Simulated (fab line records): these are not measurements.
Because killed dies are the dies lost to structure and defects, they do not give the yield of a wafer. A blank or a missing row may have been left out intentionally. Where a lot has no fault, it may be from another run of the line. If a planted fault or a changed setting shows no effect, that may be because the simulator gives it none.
Which tool is to blame? -- flow nand_harc -- 69 wafers sampled from 23 lots at 1 step of a route of 1302

WHAT EACH GAUGE READ, for each wafer
NHARC_P_CONTACT_INSPECT_14. Usual: raw_defect_count at 3.7, with a standard deviation of 2.3.
lot,measured,on,raw_defect_count,flag
L074,day 5 17:58,defect_inspect-02,1 3 4,
L075,day 6 05:56,defect_inspect-01,2 4 9,
L076,day 7 03:28,defect_inspect-02,7 5 4,
L077,day 7 08:44,defect_inspect-01,5 6 1,
L078,day 7 12:27,defect_inspect-01,5 6 3,
L079,day 8 03:31,defect_inspect-01,7 5 7,
L080,day 8 14:31,defect_inspect-01,1 1 4,
L081,day 8 15:25,defect_inspect-01,2 2 1,
L083,day 9 11:02,defect_inspect-02,5 4 5,
L082,day 9 11:45,defect_inspect-01,3 4 1,
L084,day 9 23:34,defect_inspect-02,1 3 1,
L085,day 10 16:27,defect_inspect-01,7 5 3,
L086,day 10 20:53,defect_inspect-02,2 2 2,
L088,day 11 22:52,defect_inspect-02,1 1 3,
L087,day 11 23:29,defect_inspect-01,5 4 4,
L090,day 12 13:31,defect_inspect-01,4 1 3,
L091,day 13 00:40,defect_inspect-01,3 4 1,
L092,day 13 05:22,defect_inspect-01,3 4 4,
L093,day 14 01:02,defect_inspect-01,5 5 2,
L094,day 14 07:44,defect_inspect-01,9 11 4,
L095,day 14 22:34,defect_inspect-02,2 2 3,
L096,day 15 01:26,defect_inspect-01,5 5 6,
L097,day 15 09:56,defect_inspect-02,2 5 2,

EACH LOT AND THE TOOL THAT RAN IT (in order: tool; ch and the chambers of the sampled wafers; start)
The record holds no process step before these readings.

AS READ BY THE TOOLS THEMSELVES (means over the sampled wafers that have a number; for cases with no such wafer, the mark the record gives instead)
The record holds no such reading with a usual standard deviation.

THE ANSWER, worked out from the rows above alone
Rule: a lot counts as off when the mean over its wafers that have a number is more than 3 standard deviations away from the usual mean. A lot without any number at a reading at which 4 lots or more have one is off too. The other lots that the step has rows for count as sound. After the gauges, taken in route order, come the tools' own readings; for these a lot's mean is taken, as printed above. The first step at which some lot is off is used, and at that step the reading that is off furthest; a lot without a number counts as furthest.
Nothing can be told from this: no lot is off at any reading shown.

WHAT WAS PUT IN BY THE SIMULATOR
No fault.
